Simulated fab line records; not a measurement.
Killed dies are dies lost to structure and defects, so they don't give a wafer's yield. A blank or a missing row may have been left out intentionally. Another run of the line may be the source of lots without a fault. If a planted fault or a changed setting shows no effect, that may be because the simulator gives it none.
What tool caused it?	flow nandHarc	Sampling: 23 lots, 69 wafers, 6 of 1159 route steps

== WHAT THE GAUGES READ, wafer by wafer ==
The record lacks any reading of a measuring or inspecting step that a usual standard deviation could be used to judge.

== WHICH TOOL RAN EACH LOT (tool, then ch and the chambers of the sampled wafers, then the start) ==
lot	NHARC_A_STAIRCASE_TRIM_191	NHARC_A_STAIRCASE_ETCH_192	NHARC_A_STAIRCASE_TRIM_196	NHARC_A_STAIRCASE_TRIM_200	NHARC_A_STAIRCASE_DESCUM_291	NHARC_A_STAIRCASE_DEP_301
L074	rieDiel-13 ch 2,3, day 10 22:08 or earlier	rieDiel-13 ch 0,1,2, day 10 22:08 or earlier	rieDiel-13 ch 0,1,3, day 10 22:08	rieDiel-13 ch 0,2, day 11 09:46 or earlier	rieDiel-13 ch 0,1, day 11 09:46	pecvd-02 ch 0,1,2, day 11 16:21
L075	rieDiel-03 ch 0,1,3, day 11 11:01 or earlier	rieDiel-03 ch 0,1,3, day 11 11:01 or earlier	rieDiel-04 ch 0,2,3, day 11 11:01	rieDiel-04 ch 1,2,3, day 11 21:12 or earlier	rieDiel-13 ch 0,2,3, day 11 21:12	pecvd-02 ch 0,1,2, day 12 01:20
L076	rieDiel-04 ch 0,2,3, day 11 13:41 or earlier	rieDiel-04 ch 0,2, day 11 13:41 or earlier	rieDiel-04 ch 0,1, day 11 13:41	rieDiel-04 ch 0,3, day 11 23:59 or earlier	rieDiel-03 ch 1,2,3, day 11 23:59	pecvd-03 ch 1,2, day 12 04:18
L077	rieDiel-03 ch 0,1, day 11 13:59 or earlier	rieDiel-03 ch 0,1,2, day 11 13:59 or earlier	rieDiel-03 ch 0,1,2, day 11 13:59	rieDiel-03 ch 1,2,3, day 12 01:42 or earlier	rieDiel-04 ch 1,2,3, day 12 01:42	pecvd-02 ch 0,1,2, day 12 07:25
L078	rieDiel-04 ch 0,2,3, day 11 20:41 or earlier	rieDiel-04 ch 0,1,3, day 11 20:41 or earlier	rieDiel-04 ch 0,1,2, day 11 20:41	rieDiel-04 ch 0,2,3, day 12 08:11 or earlier	rieDiel-03 ch 0,1,2, day 12 08:11	pecvd-02 ch 0,1,2, day 12 12:31
L079	rieDiel-04 ch 1,2, day 12 04:54 or earlier	rieDiel-04 ch 0,1,2, day 12 04:54 or earlier	rieDiel-04 ch 0,1,3, day 12 04:54	rieDiel-04 ch 0,3, day 12 16:31 or earlier	rieDiel-04 ch 0,2, day 12 16:31	pecvd-03 ch 0,2, day 12 21:07
L080	rieDiel-04 ch 1,3, day 13 00:23 or earlier	rieDiel-04 ch 1,2,3, day 13 00:23 or earlier	rieDiel-04 ch 1,2,3, day 13 00:23	rieDiel-03 ch 0,1,2, day 13 02:55	rieDiel-04 ch 1,2,3, day 13 18:13	pecvd-03 ch 1,2, day 14 06:08
L082	rieDiel-03 ch 1,2,3, day 13 09:26 or earlier	rieDiel-03 ch 1,2,3, day 13 09:26 or earlier	rieDiel-03 ch 0,1,2, day 13 09:26	rieDiel-03 ch 0,1,3, day 14 01:25 or earlier	rieDiel-03 ch 0,1,3, day 14 01:25	pecvd-02 ch 0,1,2, day 14 07:57
L084	rieDiel-13 ch 1,2,3, day 13 10:07 or earlier	rieDiel-13 ch 0,1, day 13 10:07 or earlier	rieDiel-13 ch 2,3, day 13 10:07	rieDiel-13 ch 0,1,2, day 13 23:59 or earlier	rieDiel-04 ch 0,2,3, day 13 23:59	pecvd-04 ch 1,2, day 14 06:44
L083	rieDiel-03 ch 0,1,2, day 13 10:46 or earlier	rieDiel-03 ch 0,1,3, day 13 10:46 or earlier	rieDiel-13 ch 0,1,2, day 13 10:46	rieDiel-13 ch 0,1,2, day 14 01:37 or earlier	rieDiel-04 ch 1,2,3, day 14 01:37	pecvd-02 ch 0,1, day 14 07:02
L085	rieDiel-13 ch 0,1,3, day 13 19:46 or earlier	rieDiel-13 ch 1,2, day 13 19:46 or earlier	rieDiel-13 ch 2,3, day 13 19:46	rieDiel-13 ch 1,2, day 14 05:56 or earlier	rieDiel-03 ch 2,3, day 14 05:56	pecvd-02 ch 1,2, day 14 10:49
L086	rieDiel-03 ch 0,2,3, day 15 00:13 or earlier	rieDiel-03 ch 0,1,2, day 15 00:13 or earlier	rieDiel-13 ch 0,1,3, day 15 00:13	rieDiel-13 ch 0,1,3, day 15 11:38 or earlier	rieDiel-03 ch 0,1,3, day 15 11:38	pecvd-04 ch 0,1,2, day 15 22:14
L087	rieDiel-04 ch 0,1,2, day 15 00:34 or earlier	rieDiel-04 ch 1,2,3, day 15 00:34 or earlier	rieDiel-03 ch 0,1,3, day 15 00:34	rieDiel-03 ch 0,1,3, day 15 13:20 or earlier	rieDiel-04 ch 0,2,3, day 15 13:20	pecvd-02 ch 1,2, day 16 00:08
L088	rieDiel-04 ch 0,1,2, day 15 00:50 or earlier	rieDiel-04 ch 0,2,3, day 15 00:50 or earlier	rieDiel-04 ch 1,2,3, day 15 00:50	rieDiel-04 ch 1,2,3, day 15 11:58 or earlier	rieDiel-13 ch 0,1,3, day 15 11:58	pecvd-02 ch 0,1,2, day 15 23:39
L089	rieDiel-03 ch 0,3, day 15 04:29 or earlier	rieDiel-03 ch 0,1, day 15 04:29 or earlier	rieDiel-03 ch 1,2,3, day 15 04:29	rieDiel-03 ch 0,3, day 15 15:24 or earlier	rieDiel-13 ch 0,3, day 15 15:24	pecvd-02 ch 0,2, day 16 03:22
L091	rieDiel-04 ch 0,1,3, day 15 05:11 or earlier	rieDiel-04 ch 1,2,3, day 15 05:11 or earlier	rieDiel-03 ch 0,2,3, day 15 05:11	rieDiel-03 ch 1,2,3, day 15 16:47 or earlier	rieDiel-04 ch 0,1, day 15 16:47	pecvd-03 ch 0,2, day 16 05:13
L090	rieDiel-13 ch 0,3, day 15 05:47 or earlier	rieDiel-13 ch 0,2, day 15 05:47 or earlier	rieDiel-03 ch 0,1,2, day 15 05:47	rieDiel-03 ch 0,2,3, day 15 22:38 or earlier	rieDiel-04 ch 0,1,2, day 15 22:38	pecvd-02 ch 0,1, day 16 09:53
L092	rieDiel-04 ch 0,1,3, day 15 08:01 or earlier	rieDiel-04 ch 1,2,3, day 15 08:01 or earlier	rieDiel-04 ch 1,3, day 15 08:01	rieDiel-04 ch 0,1,3, day 16 02:31 or earlier	rieDiel-13 ch 1,3, day 16 02:31	pecvd-04 ch 1,2, day 16 13:37
L094	rieDiel-13 ch 0,2,3, day 16 10:59 or earlier	rieDiel-13 ch 0,1, day 16 10:59 or earlier	rieDiel-04 ch 0,1, day 16 10:59	rieDiel-04 ch 0,2,3, day 17 03:52 or earlier	rieDiel-04 ch 2,3, day 17 03:52	pecvd-03 ch 0,1,2, day 17 09:46
L093	rieDiel-03 ch 0,2,3, day 16 12:02 or earlier	rieDiel-03 ch 2,3, day 16 12:02 or earlier	rieDiel-03 ch 0,3, day 16 12:02	rieDiel-03 ch 0,1,3, day 17 04:02 or earlier	rieDiel-04 ch 0,2,3, day 17 04:02	pecvd-04 ch 1,2, day 17 09:51
L096	rieDiel-04 ch 0,2,3, day 16 14:56 or earlier	rieDiel-04 ch 1,2,3, day 16 14:56 or earlier	rieDiel-04 ch 1,2, day 16 14:56	rieDiel-04 ch 0,3, day 17 04:31 or earlier	rieDiel-03 ch 0,2, day 17 04:31	pecvd-02 ch 0,1,2, day 17 10:12
L095	rieDiel-04 ch 0,3, day 16 15:22 or earlier	rieDiel-04 ch 0,1,2, day 16 15:22 or earlier	rieDiel-03 ch 2,3, day 16 15:22	rieDiel-03 ch 0,2,3, day 17 05:48 or earlier	rieDiel-13 ch 2,3, day 17 05:48	pecvd-03 ch 0,1,2, day 17 12:36
L097	rieDiel-04 ch 1,2,3, day 17 02:47 or earlier	rieDiel-04 ch 2,3, day 17 02:47 or earlier	rieDiel-04 ch 0,2,3, day 17 02:47	rieDiel-04 ch 0,3, day 17 15:12 or earlier	rieDiel-04 ch 2,3, day 17 15:12	pecvd-02 ch 0,2, day 17 19:28
- NHARC_A_STAIRCASE_TRIM_191: chemistry O2, time 211.2 s.
- NHARC_A_STAIRCASE_ETCH_192: etches the open film in C4F8/O2, target depth 100 nm, time 40.5 s.
- NHARC_A_STAIRCASE_TRIM_196: chemistry O2, time 211.2 s.
- NHARC_A_STAIRCASE_TRIM_200: chemistry O2, time 211.2 s.
- NHARC_A_STAIRCASE_DESCUM_291: chemistry O2, time 3 s.
- NHARC_A_STAIRCASE_DEP_301: deposits SiON, target thk 30 nm.

== WHAT THE TOOLS THEMSELVES READ (means of the sampled wafers that have a number; where no wafer has one, the mark that the record gives instead) ==
NHARC_A_STAIRCASE_TRIM_191. Usual: drypumpMotorCurrentA 5.8 A, standard deviation 0.56; oesProductAu 0.998 a.u., standard deviation 0.012; rfVppV 57.6 V, standard deviation 0.94; showerheadPlenumPTorr 3.48 Torr, standard deviation 0.14; throttleValvePct 17.037 %, standard deviation 0.0091.
lot	tool	drypumpMotorCurrentA (A)	oesProductAu (a.u.)	rfVppV (V)	showerheadPlenumPTorr (Torr)	throttleValvePct (%)	flag
L074	rieDiel-13	5.5	1.001	58.1	3.62	17.042	
L075	rieDiel-03	6.2	1.003	57.9	3.51	17.036	
L076	rieDiel-04	6.0	1.013	58.3	3.51	17.033	
L077	rieDiel-03	6.3	0.999	56.4	3.43	17.040	
L078	rieDiel-04	6.0	1.012	58.0	3.51	17.042	
L079	rieDiel-04	5.0	0.996	58.6	3.55	17.035	
L080	rieDiel-04	5.3	1.008	57.6	3.40	17.038	
L082	rieDiel-03	6.2	0.988	57.7	3.46	17.045	
L084	rieDiel-13	5.7	1.000	57.7	3.48	17.034	
L083	rieDiel-03	6.1	0.993	57.9	3.38	17.038	
L085	rieDiel-13	5.9	1.003	58.0	3.39	17.040	
L086	rieDiel-03	6.1	0.999	57.3	3.45	17.033	
L087	rieDiel-04	5.7	0.990	58.2	3.56	17.028	
L088	rieDiel-04	5.7	1.007	58.0	3.56	17.040	
L089	rieDiel-03	6.1	0.989	57.7	3.57	17.040	
L091	rieDiel-04	5.7	1.001	58.2	3.47	17.036	
L090	rieDiel-13	6.0	0.997	57.0	3.43	17.038	
L092	rieDiel-04	5.7	1.005	56.6	3.47	17.026	
L094	rieDiel-13	5.7	0.999	57.2	3.51	17.038	
L093	rieDiel-03	6.1	0.997	57.8	3.44	17.044	
L096	rieDiel-04	6.0	1.001	57.1	3.48	17.030	
L095	rieDiel-04	6.3	0.996	57.7	3.48	17.041	
L097	rieDiel-04	5.3	0.992	56.9	3.46	17.032	

NHARC_A_STAIRCASE_ETCH_192. Usual: oesProductAu 0.938 a.u., standard deviation 0.011; rfVppV 894 V, standard deviation 5.1.
lot	tool	oesProductAu (a.u.)	rfVppV (V)	flag
L074	rieDiel-13	0.933	897	
L075	rieDiel-03	0.935	895	
L076	rieDiel-04	0.949	899	
L077	rieDiel-03	0.937	890	
L078	rieDiel-04	0.939	895	
L079	rieDiel-04	0.939	897	
L080	rieDiel-04	0.937	894	
L082	rieDiel-03	0.930	894	
L084	rieDiel-13	0.945	893	
L083	rieDiel-03	0.922	895	
L085	rieDiel-13	0.940	900	
L086	rieDiel-03	0.934	891	
L087	rieDiel-04	0.929	894	
L088	rieDiel-04	0.928	894	
L089	rieDiel-03	0.932	892	
L091	rieDiel-04	0.942	894	
L090	rieDiel-13	0.921	902	
L092	rieDiel-04	0.940	894	
L094	rieDiel-13	0.936	892	
L093	rieDiel-03	0.944	892	
L096	rieDiel-04	0.932	894	
L095	rieDiel-04	0.925	897	
L097	rieDiel-04	0.945	891	

NHARC_A_STAIRCASE_TRIM_196. Usual: drypumpMotorCurrentA 5.8 A, standard deviation 0.56; oesProductAu 0.998 a.u., standard deviation 0.011; rfVppV 57.7 V, standard deviation 0.88; showerheadPlenumPTorr 3.48 Torr, standard deviation 0.14; throttleValvePct 17.037 %, standard deviation 0.009.
lot	tool	drypumpMotorCurrentA (A)	oesProductAu (a.u.)	rfVppV (V)	showerheadPlenumPTorr (Torr)	throttleValvePct (%)	flag
L074	rieDiel-13	6.0	0.987	57.6	3.40	17.036	
L075	rieDiel-04	6.0	1.003	57.7	3.51	17.028	
L076	rieDiel-04	5.4	0.999	58.1	3.55	17.036	
L077	rieDiel-03	6.1	0.994	57.0	3.38	17.038	
L078	rieDiel-04	5.7	1.006	57.9	3.57	17.030	
L079	rieDiel-04	5.7	0.997	57.5	3.48	17.039	
L080	rieDiel-04	5.3	1.002	57.1	3.48	17.040	
L082	rieDiel-03	6.1	1.005	57.5	3.38	17.033	
L084	rieDiel-13	5.5	0.998	58.6	3.61	17.038	
L083	rieDiel-13	5.6	0.997	57.9	3.55	17.034	
L085	rieDiel-13	5.8	1.020	57.3	3.45	17.037	
L086	rieDiel-13	5.9	1.002	58.1	3.38	17.042	
L087	rieDiel-03	6.2	0.999	57.3	3.49	17.039	
L088	rieDiel-04	5.3	1.001	58.7	3.47	17.037	
L089	rieDiel-03	6.2	0.987	57.3	3.45	17.033	
L091	rieDiel-03	6.1	0.997	57.9	3.45	17.038	
L090	rieDiel-03	6.1	0.995	57.2	3.37	17.053	
L092	rieDiel-04	5.3	0.996	57.1	3.39	17.043	
L094	rieDiel-04	5.4	1.001	58.2	3.53	17.033	
L093	rieDiel-03	6.1	0.994	57.5	3.48	17.042	
L096	rieDiel-04	5.0	0.996	57.0	3.53	17.036	
L095	rieDiel-03	6.0	0.994	57.6	3.41	17.041	
L097	rieDiel-04	6.0	1.002	57.8	3.48	17.043	

NHARC_A_STAIRCASE_TRIM_200. Usual: drypumpMotorCurrentA 5.9 A, standard deviation 0.54; oesProductAu 1.000 a.u., standard deviation 0.011; rfVppV 57.8 V, standard deviation 0.92; showerheadPlenumPTorr 3.48 Torr, standard deviation 0.14; throttleValvePct 17.038 %, standard deviation 0.0094.
lot	tool	drypumpMotorCurrentA (A)	oesProductAu (a.u.)	rfVppV (V)	showerheadPlenumPTorr (Torr)	throttleValvePct (%)	flag
L074	rieDiel-13	5.7	0.983	58.2	3.61	17.033	
L075	rieDiel-04	5.3	1.014	57.7	3.49	17.037	
L076	rieDiel-04	6.3	1.010	57.9	3.51	17.036	
L077	rieDiel-03	6.2	0.995	57.1	3.47	17.045	
L078	rieDiel-04	6.0	1.004	58.2	3.51	17.036	
L079	rieDiel-04	6.0	1.000	57.0	3.42	17.031	
L080	rieDiel-03	6.1	1.006	58.2	3.38	17.038	
L082	rieDiel-03	6.2	0.998	57.6	3.50	17.028	
L084	rieDiel-13	5.6	0.986	57.7	3.55	17.035	
L083	rieDiel-13	5.6	0.994	58.1	3.55	17.042	
L085	rieDiel-13	5.4	0.992	57.6	3.64	17.038	
L086	rieDiel-13	5.9	0.998	57.9	3.38	17.038	
L087	rieDiel-03	6.2	1.004	57.8	3.49	17.047	
L088	rieDiel-04	5.3	1.001	57.0	3.47	17.037	
L089	rieDiel-03	6.2	0.997	57.6	3.57	17.044	
L091	rieDiel-03	6.2	0.995	57.5	3.45	17.036	
L090	rieDiel-03	6.1	0.991	58.0	3.45	17.041	
L092	rieDiel-04	5.7	1.002	58.0	3.47	17.035	
L094	rieDiel-04	6.0	0.988	57.4	3.48	17.050	
L093	rieDiel-03	6.2	0.992	57.9	3.48	17.043	
L096	rieDiel-04	6.0	1.006	57.9	3.40	17.040	
L095	rieDiel-03	6.1	1.000	57.5	3.44	17.041	
L097	rieDiel-04	6.3	1.002	57.8	3.48	17.049	

NHARC_A_STAIRCASE_DESCUM_291. Usual: drypumpMotorCurrentA 5.8 A, standard deviation 0.56; oesProductAu 0.997 a.u., standard deviation 0.012; rfVppV 57.6 V, standard deviation 0.95; showerheadPlenumPTorr 1.88 Torr, standard deviation 0.081; throttleValvePct 11.310 %, standard deviation 0.0095.
lot	tool	drypumpMotorCurrentA (A)	oesProductAu (a.u.)	rfVppV (V)	showerheadPlenumPTorr (Torr)	throttleValvePct (%)	flag
L074	rieDiel-13	5.9	0.986	57.7	1.88	11.307	
L075	rieDiel-13	5.7	0.997	58.2	1.92	11.321	
L076	rieDiel-03	6.1	0.996	57.2	1.88	11.314	
L077	rieDiel-04	5.3	1.003	58.7	1.89	11.310	
L078	rieDiel-03	6.1	0.993	56.9	1.83	11.316	
L079	rieDiel-04	6.0	1.009	57.2	1.95	11.308	
L080	rieDiel-04	5.3	0.991	58.5	1.88	11.310	
L082	rieDiel-03	6.2	0.997	57.9	1.89	11.312	
L084	rieDiel-04	6.0	0.994	57.4	1.90	11.311	
L083	rieDiel-04	5.3	1.007	58.1	1.88	11.316	
L085	rieDiel-03	6.0	0.995	57.5	1.85	11.314	
L086	rieDiel-03	6.2	0.998	56.5	1.89	11.312	
L087	rieDiel-04	6.0	0.990	57.9	1.89	11.307	
L088	rieDiel-13	5.9	1.008	58.3	1.83	11.324	
L089	rieDiel-13	6.0	1.013	57.8	1.81	11.313	
L091	rieDiel-04	6.0	0.993	57.2	1.93	11.310	
L090	rieDiel-04	5.7	0.994	58.2	1.93	11.310	
L092	rieDiel-13	5.9	1.012	57.4	1.80	11.310	
L094	rieDiel-04	5.6	1.006	58.1	1.84	11.309	
L093	rieDiel-04	6.0	0.999	58.3	1.89	11.305	
L096	rieDiel-03	6.0	0.996	57.2	1.82	11.308	
L095	rieDiel-13	5.5	0.998	58.3	1.95	11.299	
L097	rieDiel-04	5.6	0.981	57.5	1.88	11.306	

NHARC_A_STAIRCASE_DEP_301. Usual: heaterPowerW 735 W, standard deviation 82.
lot	tool	heaterPowerW (W)	flag
L074	pecvd-02	764	
L075	pecvd-02	692	
L076	pecvd-03	847	
L077	pecvd-02	744	
L078	pecvd-02	705	
L079	pecvd-03	770	
L080	pecvd-03	891	
L082	pecvd-02	739	
L084	pecvd-04	757	
L083	pecvd-02	697	
L085	pecvd-02	714	
L086	pecvd-04	700	
L087	pecvd-02	741	
L088	pecvd-02	685	
L089	pecvd-02	626	
L091	pecvd-03	739	
L090	pecvd-02	770	
L092	pecvd-04	767	
L094	pecvd-03	771	
L093	pecvd-04	689	
L096	pecvd-02	703	
L095	pecvd-03	791	
L097	pecvd-02	653	

== THE ANSWER, worked out from the rows above alone ==
Rule: a lot counts as off when the mean over its wafers that have a number is more than 3 standard deviations away from the usual mean. A lot without any number at a reading at which 4 lots or more have one is off too. The other lots that the step has rows for count as sound. The gauges are gone through in route order, then the tools' own readings, and for those a lot's mean is taken as printed above. At the first step where some lot is off, the reading lying furthest off is the one used; lots without a number count as furthest.
No lot is off at any reading shown: from this, nothing can be told.

== WHAT HAD BEEN PUT IN BY THE SIMULATOR ==
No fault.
